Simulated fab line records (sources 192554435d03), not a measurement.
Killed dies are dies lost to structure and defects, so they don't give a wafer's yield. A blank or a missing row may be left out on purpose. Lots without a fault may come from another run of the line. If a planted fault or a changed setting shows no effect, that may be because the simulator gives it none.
Struck lot and sound lot, side by side + flow n5_finfet + 16 out of 1938 route steps
Sound: wafers L489.1, L489.2, L489.4. Wafers struck: L491.1, L491.4, L491.5. At the end, the cause is stated.
For every step that has rows: the tool of each side, followed by ch and its chambers, followed by its first start. Under that, the readings that differ: sound wafers + struck wafers + difference of the means + sigmas: that difference in standard deviations of wafers without a fault.
alike: words and numbers the same on both sides, and readings whose means are apart by under 2 such deviations; not compared: readings that were withheld, readings missing a value for some wafer, numbers with overlapping values and no deviation given by the record, and bounds like >300 which may hide the same value.
A row with sigmas, a row that says differs or no value, or rows on one side alone: a step with any of these is where the two part. When numbers do not overlap yet have no deviation, they are printed without sigmas and do not part them. A reading missing from all wafers of one side parts the sides only when that side holds two or more wafers.

first, 4 steps without rows for these wafers: N5_BEOL_M6_SOFTBAKE_06 (time 60 s); N5_BEOL_M6_EXPOSE_08 (exposes mask M6); N5_BEOL_M6_PEB_09 (peb time 60 s); N5_BEOL_M6_DEVELOP_10 (develop time 30 s).
N5_BEOL_M6_CD_MEAS_11: target cd 38.5 nm.
  sound on cd_sem-02 ch 0, day 9 12:20; struck on cd_sem-03 ch 0, day 10 12:57
  alike: cd_nm
N5_BEOL_M6_OVL_MEAS_12:
  sound on overlay-02 ch 0, day 9 12:22; struck on overlay-01 ch 0, day 10 12:59
  alike: M6_OVL
N5_BEOL_M6_INSPECT_13: inspects for defects (brightfield).
  sound on defect_inspect-02 at day 9 12:23; struck on defect_inspect-02 at day 10 13:01
  alike: raw_defect_count
N5_BEOL_M6_DESCUM_16: chemistry O2, time 7.9 s.
  sound on rie_diel-03 ch 0,1,3, day 9 12:29; struck on rie_diel-03 ch 1,2, day 10 13:02
| reading               | sound          | struck         | difference | sigmas |
|-----------------------|----------------|----------------|------------|--------|
| oes_product_au (a.u.) | 0.65 0.76 0.72 | 0.99 0.76 0.99 | +0.20      | +2     |
  alike: bias_power_w, drypump_motor_current_A, o2_flow_sccm, rf_fwd_power_W, rf_vpp_V, showerhead_plenum_p_Torr, throttle_valve_pct
  not compared: rf_hours_counter_h
N5_BEOL_M6_ETCH_61: etches SiARC in CF4, target depth 45.5 nm, time 75.8 s.
  sound on rie_diel-03 ch 0,1,3, day 9 12:31; struck on rie_diel-03 ch 1,2, day 10 13:05
| reading               | sound          | struck         | difference | sigmas |
|-----------------------|----------------|----------------|------------|--------|
| oes_product_au (a.u.) | 0.56 0.65 0.62 | 0.86 0.65 0.86 | +0.18      | +2     |
  alike: cf4_flow_sccm, drypump_motor_current_A, etch_rf_on_time_s, rf_fwd_power_W, rf_vpp_V, showerhead_plenum_p_Torr, throttle_valve_pct
  not compared: rf_hours_counter_h
N5_BEOL_M6_ETCH_62: etches SOC in N2/H2, target depth 110 nm, overetch 22 nm, time 165 s.
  sound on rie_diel-03 ch 0,1,3, day 9 12:34; struck on rie_diel-03 ch 1,2, day 10 13:08
| reading               | sound          | struck         | difference | sigmas |
|-----------------------|----------------|----------------|------------|--------|
| oes_product_au (a.u.) | 0.57 0.64 0.60 | 0.83 0.65 0.83 | +0.17      | +2     |
  alike: drypump_motor_current_A, rf_fwd_power_W, rf_vpp_V, showerhead_plenum_p_Torr, throttle_valve_pct
  not compared: rf_hours_counter_h
then, 1 step without rows for these wafers: N5_BEOL_M6_STRIP_68 (strips in N2/H2).
N5_BEOL_M6_STRIP_67: strips in CF4.
  sound on rie_diel-03 ch 0,1,3, day 9 12:43; struck on rie_diel-03 ch 1,2, day 10 13:17
  alike: bias_power_w, cf4_flow_sccm, drypump_motor_current_A, oes_product_au, rf_vpp_V, showerhead_plenum_p_Torr, throttle_valve_pct
  not compared: rf_hours_counter_h
N5_BEOL_M6_HM_OPEN_17: chemistry Cl2/BCl3, target TiN, target depth 20 nm, overetch 6 nm.
  sound on rie_metal-02 ch 0,1, day 9 12:46; struck on rie_metal-01 ch 0,1, day 10 13:19
  no value came back on the struck wafers for any of 6 readings (bcl3_flow_sccm (sccm), bias_w (W) and others); on the sound wafers bcl3_flow_sccm (sccm) reads 21.79 21.63 21.76
| reading                                  | sound        | struck       | difference | sigmas |
|------------------------------------------|--------------|--------------|------------|--------|
| model.SOC_of_BEOL_M6_COAT_59.thk_nm (nm) | 91.6 91.6 92 | 99.8 100 100 | +8.2       |        |
  not compared: rf_hours_counter_h
N5_BEOL_M6_STRIP_19: strips in O2.
  sound on rie_diel-03 ch 0,1,3, day 9 12:52; struck on rie_diel-03 ch 2,3, day 10 13:26
  alike: drypump_motor_current_A, o2_flow_sccm, oes_product_au, rf_vpp_V, showerhead_plenum_p_Torr, throttle_valve_pct
  not compared: rf_hours_counter_h
N5_BEOL_M6_CD_MEAS_18: pitch 80 nm, target cd 40 nm.
  sound on cd_sem-02 at day 9 12:56; struck on cd_sem-03 at day 10 13:30
| reading    | sound          | struck | difference                    | sigmas |
|------------|----------------|--------|-------------------------------|--------|
| cd_nm (nm) | 40.1 40.4 41.3 | - - -  | no value on the struck wafers |        |
then, 1 step without rows for these wafers: N5_BEOL_M6_COAT_63 (time 60 s, resist thk 60 nm).

## WHERE THEY PART
At N5_BEOL_M6_DESCUM_16 first; at N5_BEOL_M6_CD_MEAS_18 last (within this record only).

WHY: the cause the simulator had injected
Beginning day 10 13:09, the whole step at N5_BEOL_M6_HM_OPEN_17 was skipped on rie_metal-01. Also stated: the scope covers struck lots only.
